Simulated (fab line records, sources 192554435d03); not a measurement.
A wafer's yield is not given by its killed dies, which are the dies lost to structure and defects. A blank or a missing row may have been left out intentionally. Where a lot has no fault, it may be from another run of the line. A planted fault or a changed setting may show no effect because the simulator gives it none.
fab line records | flow n5-finfet
record lots=7 wafers=19 last-day=17
route steps=1938 shown BEOL_M10@1516 PASSIVATION@1936
lots that met no fault: from a run of the same line without faults
start-h: start of the lot's first displayed wafer, in hours after the record's first day | wait-h: hours from the lot's prior step to this one | " same as the row above | L1.1+2: a row that stands for several wafers | - no value, or no start given | * or withheld: withheld | < > ~ a bound
route shown NAME@n: names a module that has steps shown in the file, with the first one's number in the route | usual: the fault-free wafers' mean and standard deviation | same: alike in all rows | chamber/n: place in a boat | sites: each site's reading | _std_site: how widely they spread, as a standard deviation | _edge_site: outer sites' mean less inner sites' | radius-mm: for every site, how far away it sits from the centre of the wafer | mask NAME#n: copy n | behind: the tool/chamber that last shaped the wafer | hold: cause of the lot's hold/its duration in hours/its outcome | device: whichever transistor did not switch (one of n, p or np) | end of line: the tests these same wafers got at the end of their route | step lacking rows: just its recipe | killed: count of dies lost to structure and defects at first sort (not the wafer's yield) | map: dies across one wafer; x = killed, . = not, _ = none there
set.NAME: setting as actually run; set.NAME@STEP: the setting as run at that earlier step | model.NAME: the simulator's own value behind a step, which no gauge read
lots seen at some steps along the route; tables by step, rows by wafer
services: a tool's chamber out of use, with start hour (start-h, from the record's first day; less than 0 if before it), hours out, and reason
## steps
# step N5_BEOL_M10_HM_STRIP_39
# recipe chemistry=peroxide-tin-strip material=TiN target-depth-a=250 temp-c=50 time-s=158
# step N5_BEOL_M10_SRD_40
# recipe time-s=30 temp-c=23 rinse-liquid=diw dry=ipa-marangoni
# step N5_BEOL_M10_PRECLEAN_42
# recipe chemistry=residue-remover time-s=60 temp-c=40
# step N5_BEOL_M10_SRD_43
# recipe time-s=30 temp-c=23 rinse-liquid=diw dry=ipa-marangoni
# step N5_BEOL_M10_CD_MEAS_35
# recipe target-cd-nm=70 polarity=opening
# usual cd-nm=70.1/0.8
# columns lot.wafer tool chamber start-h wait-h cd-nm
L769.1 cd-sem-01 - 269.47 0.0 70.2
L769.3 " - " " 69.7
L769.4 " - " " 70.4
L772.1 cd-sem-01 - 279.04 0.0 68.7
L772.3 " - " " 69.1
L772.6 " - " " 68.9
L779.1 cd-sem-02 - 310.31 0.0 71.0
L779.3 " - " " 71.6
L779.6 " - " " 69.9
L780.1 cd-sem-03 - 313.48 0.0 70.0
L780.6 " - " " 69.6
L782.3 cd-sem-02 - 339.09 0.0 69.6
L782.6 " - " " 70.5
L783.4 cd-sem-01 - 339.82 0.0 68.2
L783.5 " - " " 70.1
L783.6 " - " " 70.0
L784.1 cd-sem-03 - 350.03 0.0 70.4
L784.5 " - " " 70.4
L784.6 " - " " 69.8
# step N5_BEOL_M10_CURE_72
# recipe temp-c=370 time-s=120 ambient=DMADMS/He material=SiCOH_lowk
# usual lamp-power-pct=52.31/0.056 wafer_temp_C_max=371.6/0.63
# columns lot.wafer tool chamber start-h wait-h lamp-power-pct wafer_temp_C_max
L769.1 uv-cure-01 1 269.60 0.1 52.31 371.5
L769.3 " 1 " " 52.38 371.7
L769.4 " 1 " " 52.30 371.7
L772.1 uv-cure-02 1 279.08 0.0 52.36 370.6
L772.3 " 1 " " 52.24 370.8
L772.6 " 1 " " 52.30 370.9
L779.1 uv-cure-02 1 310.35 0.0 52.29 371.1
L779.3 " 1 " " 52.30 371.2
L779.6 " 1 " " 52.29 370.9
L780.1 uv-cure-02 0 313.52 0.0 52.23 372.2
L780.6 " 0 " " 52.34 371.5
L782.3 uv-cure-01 0 339.23 0.1 52.33 371.2
L782.6 " 0 " " 52.34 370.8
L783.4 uv-cure-02 2 340.01 0.2 52.34 372.0
L783.5 " 2 " " 52.33 372.1
L783.6 " 2 " " 52.30 372.1
L784.1 uv-cure-03 1 350.07 0.0 52.38 372.0
L784.5 " 1 " " 52.29 371.3
L784.6 " 1 " " 52.35 371.2
# step N5_BEOL_M10_DEGAS_44
# recipe ambient=vacuum temp-c=250 time-s=60
# usual heater-power-w=340/36
# columns lot.wafer tool chamber start-h wait-h heater-power-w
L769.1 pvd-sputter-03 - 270.40 0.7 359
L769.3 " - " " 294
L769.4 " - " " 316
L772.1 pvd-sputter-03 - 281.08 1.9 307
L772.3 " - " " 292
L772.6 " - " " 307
L779.1 pvd-sputter-01 - 310.74 0.3 323
L779.3 " - " " 350
L779.6 " - " " 344
L780.1 pvd-sputter-03 - 313.95 0.4 284
L780.6 " - " " 294
L782.3 pvd-sputter-03 - 339.72 0.4 352
L782.6 " - " " 347
L783.4 pvd-sputter-01 - 340.54 0.5 321
L783.5 " - " " 318
L783.6 " - " " 358
L784.1 pvd-sputter-01 - 350.41 0.3 359
L784.5 " - " " 382
L784.6 " - " " 337
# step N5_BEOL_M10_PRE_CLEAN_45
# recipe gas=H2/He time-s=30 temp-c=250
# usual heater-power-w=340/34
# columns lot.wafer tool chamber start-h wait-h heater-power-w
L769.1 pvd-sputter-03 - 270.44 0.0 369
L769.3 " - " " 298
L769.4 " - " " 317
L772.1 pvd-sputter-03 - 281.12 0.0 304
L772.3 " - " " 299
L772.6 " - " " 314
L779.1 pvd-sputter-01 - 310.78 0.0 327
L779.3 " - " " 344
L779.6 " - " " 336
L780.1 pvd-sputter-03 - 313.99 0.0 300
L780.6 " - " " 288
L782.3 pvd-sputter-03 - 339.76 0.0 360
L782.6 " - " " 350
L783.4 pvd-sputter-01 - 340.58 0.0 320
L783.5 " - " " 332
L783.6 " - " " 356
L784.1 pvd-sputter-01 - 350.45 0.0 346
L784.5 " - " " 386
L784.6 " - " " 337
# step N5_BEOL_M10_ALD_74
# recipe material=TaN target-thk-a=20 temp-c=275 ald-precursor-family=PDMAT ald-co-reactant=NH3 pressure-torr=3 carrier-flow-sccm=1500 pulse-time-s=2 purge-time-s=3 co-reactant-purge-time-s=2 co-reactant-pulse-time-s=3 ald-cycles=40 precursor-vessel-temp-c=75 precursor-vessel-pressure-torr=26.25 precursor-vessel-carrier-sccm=1000
# step N5_BEOL_M10_SURFACE_TREAT_76
# recipe gas=Ar time-s=* ion-energy-ev=* ion-current-ma-cm2=0.5 pressure-mtorr=* ar-flow-sccm=30
# usual throttle-valve-pct=*
# columns lot.wafer tool chamber start-h wait-h throttle-valve-pct
L769.1 pvd-sputter-03 - 270.82 0.2 *
L769.3 " - " " *
L769.4 " - " " *
L772.1 pvd-sputter-02 - 281.52 0.2 *
L772.3 " - " " *
L772.6 " - " " *
L779.1 pvd-sputter-02 - 311.27 0.3 *
L779.3 " - " " *
L779.6 " - " " *
L780.1 pvd-sputter-03 - 314.65 0.5 *
L780.6 " - " " *
L782.3 pvd-sputter-03 - 340.12 0.2 *
L782.6 " - " " *
L783.4 pvd-sputter-02 - 341.46 0.6 *
L783.5 " - " " *
L783.6 " - " " *
L784.1 pvd-sputter-01 - 350.83 0.2 *
L784.5 " - " " *
L784.6 " - " " *
# step N5_BEOL_M10_CVD_75
# recipe material=Co target-thk-a=20 temp-c=withheld precursor=CCTBA/H2 pressure-torr=30 time-s=138.9
# step N5_BEOL_M10_SPUTTER_48
# recipe material=Cu target-thk-a=120 temp-c=-20 bias-v=60 power-w=26000 chamber-pressure-pa=0.13 time-s=2
# step N5_BEOL_M10_ECD_50
# recipe material=Cu target-thk-a=3180
# columns lot.wafer tool chamber start-h wait-h model.Cu_of_BEOL_M10_ECD_50.thk-nm
L769.1 ecd-cu-01 0 271.11 0.1 325
L769.3 " 0 " " 325.2
L769.4 " 1 " " 321.6
L772.1 ecd-cu-01 0 281.81 0.1 320
L772.3 " 0 " " 313.6
L772.6 " 0 " " 316.8
L779.1 ecd-cu-01 1 312.88 0.1 555
L779.3 " 0 " " 320
L779.6 " 1 " " 555.4
L780.1 ecd-cu-01 1 314.97 0.1 548.4
L780.6 " 0 " " 545.2
L782.3 ecd-cu-01 0 340.65 0.1 316.6
L782.6 " 1 " " 553.4
L783.4 ecd-cu-02 1 341.83 0.1 316.2
L783.5 " 1 " " 318.8
L783.6 " 0 " " 316.6
L784.1 ecd-cu-02 1 351.21 0.1 317.2
L784.5 " 1 " " 314
L784.6 " 0 " " 313
# step N5_BEOL_M10_ANNEAL_51
# recipe temp-c=225 time-s=90 ambient=N2
# usual wafer_temp_C_max=225.86/0.26
# columns lot.wafer tool chamber start-h wait-h wafer_temp_C_max
L769.1 rtp-anneal-02 0 271.51 0.4 225.75
L769.3 " 0 " " 225.94
L769.4 " 0 " " 225.84
L772.1 rtp-anneal-02 0 281.92 0.1 225.66
L772.3 " 0 " " 225.89
L772.6 " 0 " " 225.76
L779.1 rtp-anneal-02 0 313.03 0.1 226.35
L779.3 " 0 " " 226.02
L779.6 " 0 " " 225.86
L780.1 rtp-anneal-01 0 315.34 0.3 226.48
L780.6 " 0 " " 226.04
L782.3 rtp-anneal-01 0 341.32 0.6 225.92
L782.6 " 0 " " 226.38
L783.4 rtp-anneal-01 0 342.36 0.5 225.66
L783.5 " 0 " " 226.01
L783.6 " 0 " " 225.87
L784.1 rtp-anneal-01 0 351.32 0.1 225.63
L784.5 " 0 " " 225.96
L784.6 " 0 " " 225.79
# step N5_BEOL_M10_CMP_52
# recipe stop-on=SiCOH_lowk t-overpolish-s=7 down-force-psi=1 platen-rpm=50 clearing-platen-down-force-psi=1.5 clearing-platen-rpm=50 post-cmp-clean=cu-alkaline target-thk-nm=140 clearing-platen-pad-velocity-m-s=0.99484 pad-velocity-m-s=0.99484
# usual clearing-platen-rpm=49.998/0.028 motor-current-A=6.1/0.95 time-to-endpoint-s=66.5/3
# columns lot.wafer tool chamber start-h wait-h clearing-platen-rpm motor-current-A time-to-endpoint-s
L769.1 cmp-03 1 271.81 0.3 49.972 6.0 70.3
L769.4 " 2 " " 49.962 4.6 72.3
L769.3 " 0 " " 49.962 5.2 68.3
L772.1 cmp-01 1 282.22 0.3 50.038 7.3 67.1
L772.3 " 0 " " 50.009 6.5 64.1
L772.6 " 1 " " 49.993 7.4 69.9
L779.1 cmp-03 1 313.33 0.3 49.995 6.2 118.2
L779.3 " 3 " " 49.999 6.7 65.9
L779.6 " 2 " " 50.037 4.3 118.1
L780.1 cmp-02 2 315.63 0.3 50.006 6.2 112.6
L780.6 " 2 " " 49.962 6.0 114.1
L782.3 cmp-02 1 341.57 0.2 50.034 6.2 66.3
L782.6 " 1 " " 50.014 6.0 111.0
L783.4 cmp-01 3 342.56 0.2 49.989 6.0 66.4
L783.5 " 2 " " 50.012 7.9 61.4
L783.6 " 3 " " 49.936 6.4 64.9
L784.1 cmp-02 3 351.63 0.3 49.972 5.4 65.3
L784.5 " 3 " " 49.985 5.5 69.6
L784.6 " 0 " " 50.010 4.5 72.5
# step N5_BEOL_M10_THK_MEAS_53
# recipe thk-meas-gauge=xrf reads=Cu_of_BEOL_M10_ECD_50
# usual M10_THK=140/3.4
# columns lot.wafer tool chamber start-h wait-h M10_THK[nm]
L769.1 film-metro-01 - 272.10 - 133
L769.3 " - " " 138
L769.4 " - " " 139
L772.1 film-metro-01 - 282.51 - 140
L772.3 " - " " 141
L772.6 " - " " 140
L779.1 film-metro-01 - 313.63 - 141
L779.3 " - " " 137
L779.6 " - " " 141
L780.1 film-metro-01 - 315.93 - 143
L780.6 " - " " 139
L782.3 film-metro-02 - 341.82 - 145
L782.6 " - " " 143
L783.4 film-metro-02 - 342.82 - 139
L783.5 " - " " 140
L783.6 " - " " 141
L784.1 film-metro-01 - 351.92 - 136
L784.5 " - " " 137
L784.6 " - " " 142
# step N5_PASSIVATION_PROBE_49
# usual defect-limited-yield=91.0/1.5 killed_at_M0_to_M3=33/9.4 killed_at_M4_up=14/4.8 killed-at-contacts=13/7.3 killed-at-front-end=43/13 killed-at-other=3.6/2.9 killed-dies=106/18 killed-open=69/13 killed-short=35/8.2 sort_bin_5_function=5.3/1 sort_bin_6_memory=3.3/0.68 sort_bin_8_speed=0.01/0.027 sort-n-pass=1074/18 sort-yield-pct=91.0/1.5
# same gross-dies=1180 killed-at-back-side=0 sort_bin_4_leakage[%]=0
# columns lot.wafer tool chamber start-h wait-h defect-limited-yield[%] killed_at_M0_to_M3 killed_at_M4_up killed-at-contacts killed-at-front-end killed-at-other killed-dies killed-open killed-short sort_bin_5_function[%] sort_bin_6_memory[%] sort_bin_8_speed[%] sort-n-pass sort-yield-pct[%]
L769.1 prober-02 - 322.74 0.0 90.8 32 21 11 44 0 108 77 28 5.7 3.1 0 1072 90.8
L769.3 prober-02 - 322.84 0.1 91.9 29 13 12 40 2 96 71 24 4.7 3.2 0 1084 91.9
L769.4 prober-02 - 322.89 0.2 90.8 22 9 16 57 4 108 66 31 4.4 3.5 0 1072 90.8
L772.1 prober-02 - 343.10 0.0 91.5 35 10 11 38 6 100 60 40 4.8 3.5 0 1080 91.5
L772.3 prober-02 - 343.20 0.1 88.1 48 6 21 52 13 140 83 52 6.4 4.7 0 1040 88.1
L772.6 prober-02 - 343.35 0.3 91.9 30 14 14 30 7 95 59 29 4.3 2.9 0 1085 91.9
L779.1 prober-02 - 360.74 0.0 89.9 41 14 15 37 12 119 72 45 6.5 3.1 0 1061 89.9
L779.3 prober-02 - 360.84 0.1 90.8 43 3 23 38 1 108 51 48 5.1 3.4 0 1072 90.8
L779.6 prober-02 - 360.99 0.3 90.2 40 9 9 57 1 116 70 38 5.9 3.1 0 1064 90.2
L780.1 prober-01 - 360.91 0.0 90.1 32 17 14 48 6 117 78 36 5.7 4.0 0 1063 90.1
L780.6 prober-01 - 361.16 0.3 90.7 54 16 6 33 1 110 72 38 5.3 3.6 0 1070 90.7
L782.3 prober-02 - 388.48 0.1 89.3 47 20 16 37 6 126 79 45 5.8 4.7 0 1054 89.3
L782.6 prober-02 - 388.63 0.3 91.2 34 23 6 35 6 104 69 33 5.0 3.6 0 1076 91.2
L783.4 prober-01 - 390.33 0.2 91.6 27 9 13 48 2 99 61 37 5.3 2.9 0 1081 91.6
L783.5 prober-01 - 390.38 0.2 91.4 24 18 24 32 3 101 68 32 4.5 3.6 0 1079 91.4
L783.6 prober-01 - 390.43 0.3 92.6 21 9 5 49 3 87 55 31 4.3 2.5 0 1093 92.6
L784.1 prober-01 - 400.35 0.0 90.6 29 22 23 31 6 111 72 36 5.7 3.2 0 1069 90.6
L784.5 prober-01 - 400.55 0.2 88.1 41 22 23 44 10 140 100 33 7.2 4.0 0 1040 88.1
L784.6 prober-01 - 400.60 0.3 89.8 29 9 32 48 2 120 80 37 5.7 3.9 0.17 1058 89.7
# killed by level:class
L769.1 BEOL_M3:geometric-particle:open=14 MOL_CONTACT_COAG:geometric-particle:open=9 BEOL_M4:geometric-particle:open=9 FIN_SAQP:geometric-particle:short=8 FIN_SAQP:geometric-particle:open=8 DUMMY_GATE:geometric-particle:open=8 BEOL_M5:geometric-particle:open=7 STI_FIN_REVEAL:geometric-particle:open=5
L769.3 MOL_CONTACT_COAG:geometric-particle:open=11 FIN_SAQP:geometric-particle:open=10 FIN_SAQP:geometric-particle:short=9 STI_FIN_REVEAL:geometric-particle:open=8 BEOL_M0_SAQP:geometric-particle:open=8 BEOL_M3:geometric-particle:open=7 BEOL_M4:geometric-particle:open=6 ILD0:geometric-particle:open=5
L769.4 MOL_CONTACT_COAG:geometric-particle:open=11 FIN_SAQP:geometric-particle:short=9 STI_FIN_REVEAL:geometric-particle:open=9 HKMG_FIN:area-etch=9 FIN_SAQP:geometric-particle:open=7 BEOL_M4:geometric-particle:open=7 BEOL_M0_SAQP:geometric-particle:open=6 MOL_CONTACT_COAG:geometric-particle:short=5
L772.1 GATE_CUT:geometric-particle:short=10 MOL_CONTACT_COAG:geometric-particle:open=9 FIN_SAQP:geometric-particle:short=8 BEOL_M0_SAQP:geometric-particle:open=8 STI_FIN_REVEAL:geometric-particle:open=7 BEOL_M1:geometric-particle:open=7 BEOL_M0_SAQP:geometric-particle:short=7 BEOL_M4:geometric-particle:open=6
L772.3 STI_FIN_REVEAL:geometric-particle:open=17 MOL_CONTACT_COAG:geometric-particle:open=16 FIN_SAQP:geometric-particle:short=10 BEOL_M0_SAQP:geometric-particle:open=10 BEOL_M0:geometric-particle:short=10 BEOL_M0_SAQP:geometric-particle:short=9 BEOL_M1:geometric-particle:open=8 FIN_SAQP:geometric-particle:open=7
L772.6 MOL_CONTACT_COAG:geometric-particle:open=13 BEOL_M0_SAQP:geometric-particle:short=7 BEOL_M3:geometric-particle:open=7 HKMG_FIN:area-etch=7 FIN_SAQP:geometric-particle:open=5 BEOL_M1:geometric-particle:open=5 BEOL_M0:geometric-particle:short=4 BEOL_M5:geometric-particle:open=4
L779.1 BEOL_M2:geometric-particle:open=13 MOL_CONTACT_COAG:geometric-particle:open=12 BEOL_M0_SAQP:geometric-particle:short=11 FIN_SAQP:geometric-particle:short=9 GATE_CUT:geometric-particle:short=9 PASS1_CAP:geometric-particle:open=9 STI_FIN_REVEAL:geometric-particle:open=6 BEOL_M3:geometric-particle:open=6
L779.3 MOL_CONTACT_COAG:geometric-particle:open=16 BEOL_M0_SAQP:geometric-particle:short=16 FIN_SAQP:geometric-particle:short=13 BEOL_M0_SAQP:geometric-particle:open=9 MOL_CONTACT_COAG:geometric-particle:short=7 BEOL_M2:geometric-particle:open=6 HKMG_FIN:area-etch=6 FIN_SAQP:geometric-particle:open=5
L780.1 STI_FIN_REVEAL:geometric-particle:open=15 BEOL_M3:geometric-particle:open=13 MOL_CONTACT_COAG:geometric-particle:open=11 BEOL_M4:geometric-particle:open=9 STI_FIN_REVEAL:geometric-particle:short=6 BEOL_M0_SAQP:geometric-particle:open=6 DUMMY_GATE:geometric-particle:open=5 DUMMY_GATE:geometric-particle:short=4
L779.6 FIN_SAQP:geometric-particle:short=16 STI_FIN_REVEAL:geometric-particle:open=12 BEOL_M0_SAQP:geometric-particle:short=11 BEOL_M0_SAQP:geometric-particle:open=10 BEOL_M2:geometric-particle:open=10 MOL_CONTACT_COAG:geometric-particle:open=8 FIN_SAQP:geometric-particle:open=6 DUMMY_GATE:geometric-particle:open=6
L780.6 BEOL_M3:geometric-particle:open=19 BEOL_M2:geometric-particle:open=10 BEOL_M4:geometric-particle:open=9 BEOL_M0_SAQP:geometric-particle:short=8 STI_FIN_REVEAL:geometric-particle:open=7 BEOL_M3:geometric-particle:short=7 FIN_SAQP:geometric-particle:short=6 DUMMY_GATE:geometric-particle:open=6
L782.3 MOL_CONTACT_COAG:geometric-particle:open=14 BEOL_M0_SAQP:geometric-particle:short=11 FIN_SAQP:geometric-particle:short=10 BEOL_M0_SAQP:geometric-particle:open=10 BEOL_M1:geometric-particle:open=8 BEOL_M2:geometric-particle:open=7 BEOL_M3:geometric-particle:open=6 GATE_CUT:geometric-particle:short=5
L782.6 FIN_SAQP:geometric-particle:open=10 BEOL_M4:geometric-particle:open=10 STI_FIN_REVEAL:geometric-particle:open=8 BEOL_M0_SAQP:geometric-particle:short=8 BEOL_M3:geometric-particle:open=8 BEOL_M0_SAQP:geometric-particle:open=6 MOL_CONTACT_COAG:geometric-particle:open=5 BEOL_M2:geometric-particle:open=5
L783.4 STI_FIN_REVEAL:geometric-particle:open=15 FIN_SAQP:geometric-particle:short=13 MOL_CONTACT_COAG:geometric-particle:open=11 BEOL_M0_SAQP:geometric-particle:open=10 GATE_CUT:geometric-particle:short=6 BEOL_M0_SAQP:geometric-particle:short=4 BEOL_M0:geometric-particle:open=4 BEOL_M1:geometric-particle:open=4
L783.5 MOL_CONTACT_COAG:geometric-particle:open=18 FIN_SAQP:geometric-particle:open=9 FIN_SAQP:geometric-particle:short=8 BEOL_M0_SAQP:geometric-particle:short=8 BEOL_M0_SAQP:geometric-particle:open=7 MOL_CONTACT_COAG:geometric-particle:short=6 BEOL_M0:geometric-particle:open=6 BEOL_M8:geometric-particle:open=4
L783.6 STI_FIN_REVEAL:geometric-particle:open=26 STI_FIN_REVEAL:geometric-particle:short=8 BEOL_M0_SAQP:geometric-particle:open=5 FIN_SAQP:geometric-particle:short=4 MOL_CONTACT_COAG:geometric-particle:open=4 BEOL_M1:geometric-particle:open=4 ILD0:geometric-particle:short=3 GATE_CUT:geometric-particle:short=3
L784.1 MOL_CONTACT_COAG:geometric-particle:open=16 BEOL_M4:geometric-particle:short=8 MOL_CONTACT_COAG:geometric-particle:short=7 BEOL_M1:geometric-particle:open=7 STI_FIN_REVEAL:geometric-particle:open=6 BEOL_M2:geometric-particle:open=6 BEOL_M4:geometric-particle:open=6 BEOL_M0_SAQP:geometric-particle:open=5
L784.5 MOL_CONTACT_COAG:geometric-particle:open=19 BEOL_M2:geometric-particle:open=13 BEOL_M3:geometric-particle:open=9 BEOL_M0_SAQP:geometric-particle:open=8 STI_FIN_REVEAL:geometric-particle:open=7 BEOL_M4:geometric-particle:open=7 FIN_SAQP:geometric-particle:open=6 DUMMY_GATE:geometric-particle:open=6
L784.6 MOL_CONTACT_COAG:geometric-particle:open=19 STI_FIN_REVEAL:geometric-particle:open=14 BEOL_M2:geometric-particle:open=13 MOL_CONTACT_COAG:geometric-particle:short=13 FIN_SAQP:geometric-particle:open=11 FIN_SAQP:geometric-particle:short=5 STARTING-WAFER:geometric-particle:short=4 BEOL_M0_SAQP:geometric-particle:short=4
## services
# columns tool chamber start-h hours kind
uv-cure-02 - 259.58 1.0 pm
cmp-02 - 263.21 4.0 pm
cmp-02 - 267.21 - consumable-replace:conditioner
cmp-02 - 267.21 - consumable-replace:pad
uv-cure-01 - 276.47 2.1 pm
pvd-sputter-02 - 288.76 8.9 repair
cmp-03 - 297.84 1.4 repair
cmp-01 - 302.21 1.4 repair
uv-cure-01 - 318.51 0.3 repair
pvd-sputter-01 - 326.48 1.0 repair
cmp-03 - 329.41 1.3 repair
ecd-cu-02 - 333.30 1.1 repair
## key
first-sign step=N5_BEOL_M10_CMP_52 reading=time-to-endpoint-s direction=up sigmas=16 usual=* struck=*
effect none on later readings
model-effect step=N5_BEOL_M10_ECD_50 value=Cu_of_BEOL_M10_ECD_50.thk-nm without=319 struck=551.5
met-at N5_BEOL_M10_ECD_50
struck-wafers L779.1,L779.6,L780.1,L780.6,L782.6
onset-between 281.81 312.88
fault kind=process-parameter-drift tool=ecd-cu-01 chamber=- onset-h=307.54 steps=N5_BEOL_M10_ECD_50 channel=target-thk-a offset=* shape=step end-h=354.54 scope=struck-wafers-only acts-in=* stated=*
